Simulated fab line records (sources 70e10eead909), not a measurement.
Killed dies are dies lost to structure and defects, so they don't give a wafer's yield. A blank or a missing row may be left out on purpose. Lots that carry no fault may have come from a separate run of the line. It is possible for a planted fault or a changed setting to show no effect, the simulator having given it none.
The tool behind it: which one? + flow nand harc + 36 wafers from 12 lots sampled at 5 of the route's 1302 steps

## WHAT THE GAUGES READ, wafer by wafer
NHARC_P_M0_INSPECT_11. Usual: 4.3 for raw defect count, sd 2.4.
| lot  | measured     | on                | raw defect count | flag |
|------|--------------|-------------------|------------------|------|
| L351 | day 6 01:16  | defect inspect-01 | 3 0 5            |      |
| L352 | day 6 07:17  | defect inspect-01 | 3 4 3            |      |
| L353 | day 6 19:34  | defect inspect-02 | 2 1 3            |      |
| L355 | day 7 17:22  | defect inspect-01 | 6 6 4            |      |
| L357 | day 8 13:02  | defect inspect-01 | 1 3 5            |      |
| L361 | day 10 11:19 | defect inspect-02 | 2 4 4            |      |
| L363 | day 10 21:16 | defect inspect-01 | 3 6 6            |      |
| L366 | day 12 07:04 | defect inspect-02 | 3 5 4            |      |
| L368 | day 13 04:07 | defect inspect-01 | 5 4 3            |      |
| L371 | day 14 11:34 | defect inspect-01 | 2 3 5            |      |
| L372 | day 15 01:19 | defect inspect-02 | 5 2 2            |      |
| L374 | day 15 22:16 | defect inspect-02 | 2 1 5            |      |

## WHAT TOOL EACH LOT RAN ON (gives the tool, then ch and the chambers of the sampled wafers, and finally the start)
| lot  | NHARC_P_GATE_RTA_82              | NHARC_P_CONTACT_DEP_00                     | NHARC_P_CONTACT_CVD_23        | NHARC_P_CONTACT_CMP_24        |
|------|----------------------------------|--------------------------------------------|-------------------------------|-------------------------------|
| L351 | rtp anneal-01 ch 0, day 5 19:19  | pecvd-03 ch 0,2, day 5 23:28 or earlier    | cvd w-01 ch 0,1, day 5 23:28  | cmp-02 ch 0,1,3, day 5 23:59  |
| L352 | rtp anneal-01 ch 0, day 6 01:19  | pecvd-03 ch 0,2, day 6 05:13 or earlier    | cvd w-02 ch 0,1, day 6 05:13  | cmp-03 ch 0,2,3, day 6 05:53  |
| L353 | rtp anneal-02 ch 0, day 6 13:37  | pecvd-03 ch 0,1, day 6 17:29 or earlier    | cvd w-01 ch 0,1, day 6 17:29  | cmp-03 ch 1,2,3, day 6 18:10  |
| L355 | rtp anneal-02 ch 0, day 7 11:13  | pecvd-01 ch 0,1, day 7 15:16 or earlier    | cvd w-02 ch 0,1, day 7 15:16  | cmp-01 ch 0,3, day 7 15:55    |
| L357 | rtp anneal-01 ch 0, day 8 06:59  | pecvd-02 ch 1,2, day 8 11:13 or earlier    | cvd w-01 ch 0,1, day 8 11:13  | cmp-01 ch 0,3, day 8 11:37    |
| L361 | rtp anneal-01 ch 0, day 10 05:08 | pecvd-01 ch 1,2, day 10 09:22 or earlier   | cvd w-01 ch 0,1, day 10 09:22 | cmp-03 ch 0,1,2, day 10 10:01 |
| L363 | rtp anneal-02 ch 0, day 10 14:38 | pecvd-01 ch 0,1,2, day 10 18:32 or earlier | cvd w-01 ch 1, day 10 18:32   | cmp-01 ch 0,2, day 10 19:43   |
| L366 | rtp anneal-02 ch 0, day 12 00:53 | pecvd-01 ch 0,1, day 12 05:02 or earlier   | cvd w-01 ch 0,1, day 12 05:02 | cmp-01 ch 1,2, day 12 05:30   |
| L368 | rtp anneal-01 ch 0, day 12 22:10 | pecvd-03 ch 1,2, day 13 02:16 or earlier   | cvd w-01 ch 0,1, day 13 02:16 | cmp-01 ch 0,1,3, day 13 02:49 |
| L371 | rtp anneal-01 ch 0, day 14 05:35 | pecvd-03 ch 0,2, day 14 09:41 or earlier   | cvd w-02 ch 0,1, day 14 09:41 | cmp-02 ch 0,1,2, day 14 10:19 |
| L372 | rtp anneal-01 ch 0, day 14 18:50 | pecvd-01 ch 0,1,2, day 14 23:04 or earlier | cvd w-02 ch 1, day 14 23:04   | cmp-03 ch 1,2,3, day 14 23:58 |
| L374 | rtp anneal-01 ch 0, day 15 15:34 | pecvd-01 ch 1,2, day 15 20:00 or earlier   | cvd w-02 ch 1, day 15 20:00   | cmp-02 ch 1,2, day 15 20:50   |
- NHARC_P_GATE_RTA_82: time 30 s.
- NHARC_P_CONTACT_DEP_00: deposits SiO2, target thk 500 nm.
- NHARC_P_CONTACT_CVD_23: deposits W, target thk 200 nm, time 557 s.
- NHARC_P_CONTACT_CMP_24: polishes, t overpolish 30 s, target thk 200 nm.

## AS READ BY THE TOOLS THEMSELVES (means over the sampled wafers that have a number; for cases with no such wafer, the mark the record gives instead)
NHARC_P_GATE_RTA_82. Usual: lamp power pct 4.25 %, standard deviation 0.078; lamp_zone_5_pct 4.26 %, standard deviation 0.078; wafer_temp_C_max 451.6, standard deviation 0.36.
| lot  | tool          | lamp power pct (%) | lamp_zone_5_pct (%) | wafer_temp_C_max | flag |
|------|---------------|--------------------|---------------------|------------------|------|
| L351 | rtp anneal-01 | 4.33               | 4.34                | 452.1            |      |
| L352 | rtp anneal-01 | 4.33               | 4.34                | 451.2            |      |
| L353 | rtp anneal-02 | 4.17               | 4.19                | 452.0            |      |
| L355 | rtp anneal-02 | 4.16               | 4.19                | 452.2            |      |
| L357 | rtp anneal-01 | 4.33               | 4.35                | 451.8            |      |
| L361 | rtp anneal-01 | 4.32               | 4.34                | 451.4            |      |
| L363 | rtp anneal-02 | 4.17               | 4.19                | 451.9            |      |
| L366 | rtp anneal-02 | 4.17               | 4.19                | 451.9            |      |
| L368 | rtp anneal-01 | 4.33               | 4.35                | 451.7            |      |
| L371 | rtp anneal-01 | 4.33               | 4.35                | 451.6            |      |
| L372 | rtp anneal-01 | 4.32               | 4.34                | 451.3            |      |
| L374 | rtp anneal-01 | 4.33               | 4.34                | 451.8            |      |

NHARC_P_CONTACT_DEP_00. Usual: heater power w 513 W, standard deviation 63; throttle valve pct 16.1 %, standard deviation 0.43.
| lot  | tool     | heater power w (W) | throttle valve pct (%) | flag |
|------|----------|--------------------|------------------------|------|
| L351 | pecvd-03 | 531                | 16.2                   |      |
| L352 | pecvd-03 | 561                | 16.2                   |      |
| L353 | pecvd-03 | 597                | 15.9                   |      |
| L355 | pecvd-01 | 542                | 16.4                   |      |
| L357 | pecvd-02 | 501                | 16.3                   |      |
| L361 | pecvd-01 | 518                | 16.3                   |      |
| L363 | pecvd-01 | 522                | 16.3                   |      |
| L366 | pecvd-01 | 583                | 16.5                   |      |
| L368 | pecvd-03 | 435                | 15.6                   |      |
| L371 | pecvd-03 | 514                | 15.8                   |      |
| L372 | pecvd-01 | 594                | 16.2                   |      |
| L374 | pecvd-01 | 600                | 16.7                   |      |

NHARC_P_CONTACT_CVD_23. Usual: heater power w 479 W, standard deviation 33; throttle valve pct 8.1 %, standard deviation 0.31.
| lot  | tool     | heater power w (W) | throttle valve pct (%) | flag |
|------|----------|--------------------|------------------------|------|
| L351 | cvd w-01 | 511                | 7.8                    |      |
| L352 | cvd w-02 | 451                | 8.3                    |      |
| L353 | cvd w-01 | 528                | 7.7                    |      |
| L355 | cvd w-02 | 462                | 8.2                    |      |
| L357 | cvd w-01 | 515                | 7.9                    |      |
| L361 | cvd w-01 | 490                | 7.8                    |      |
| L363 | cvd w-01 | 473                | 8.1                    |      |
| L366 | cvd w-01 | 493                | 7.8                    |      |
| L368 | cvd w-01 | 506                | 7.7                    |      |
| L371 | cvd w-02 | 454                | 8.3                    |      |
| L372 | cvd w-02 | 452                | 8.4                    |      |
| L374 | cvd w-02 | 458                | 8.4                    |      |

NHARC_P_CONTACT_CMP_24. Usual: motor current A 12.0 A, standard deviation 0.77; overpolish run s 30.000 s, standard deviation 0.0092; retaining ring pressure frac 1.000, standard deviation 0.0049; time to endpoint s 40.8 s, standard deviation 2.9.
| lot  | tool   | motor current A (A) | overpolish run s (s) | retaining ring pressure frac | time to endpoint s (s) | flag |
|------|--------|---------------------|----------------------|------------------------------|------------------------|------|
| L351 | cmp-02 | 13.1                | 30.009               | 0.997                        | 41.6                   |      |
| L352 | cmp-03 | 12.4                | 30.003               | 0.999                        | 40.5                   |      |
| L353 | cmp-03 | 11.7                | 29.997               | 1.005                        | 38.7                   |      |
| L355 | cmp-01 | 11.9                | 30.002               | 1.003                        | 36.2                   |      |
| L357 | cmp-01 | 12.3                | 30.013               | 1.000                        | 38.1                   |      |
| L361 | cmp-03 | 12.1                | 29.994               | 1.002                        | 39.7                   |      |
| L363 | cmp-01 | 12.5                | 29.989               | 1.007                        | 42.6                   |      |
| L366 | cmp-01 | 12.0                | 30.000               | 1.001                        | 53.2                   | OFF  |
| L368 | cmp-01 | 11.7                | 30.005               | 0.999                        | 62.0                   | OFF  |
| L371 | cmp-02 | 12.1                | 29.991               | 1.002                        | 43.6                   |      |
| L372 | cmp-03 | 11.3                | 29.996               | 1.003                        | 41.0                   |      |
| L374 | cmp-02 | 11.8                | 29.995               | 0.995                        | 42.3                   |      |

## THE ANSWER, worked out from the rows above alone
Rule: lot off if the mean of its wafers having a number is beyond 3 standard deviations from the usual mean. Also off: a lot with no number at a reading for which 4 or more lots have one. Any other lot the step has rows for is counted as sound. Order of review: gauges by route order, followed by the tools' own readings, for which a lot's mean as printed above is used. The first step at which some lot is off is used, and at that step the reading that is off furthest; a lot without a number counts as furthest.
Off, at NHARC_P_CONTACT_CMP_24 on time to endpoint s: L366, L368.
A tool fits if, at that step or a process step before it, it ran every lot that is off, and no sound lot after the first of them. With no start given for some of its lots, NHARC_P_CONTACT_DEP_00 uses the hours and lot order of NHARC_P_CONTACT_CVD_23. Can't be told from this: 2 tools fit, cvd w-01 at NHARC_P_CONTACT_CVD_23, cmp-01 at NHARC_P_CONTACT_CMP_24.

## WHAT HAD BEEN PUT IN BY THE SIMULATOR
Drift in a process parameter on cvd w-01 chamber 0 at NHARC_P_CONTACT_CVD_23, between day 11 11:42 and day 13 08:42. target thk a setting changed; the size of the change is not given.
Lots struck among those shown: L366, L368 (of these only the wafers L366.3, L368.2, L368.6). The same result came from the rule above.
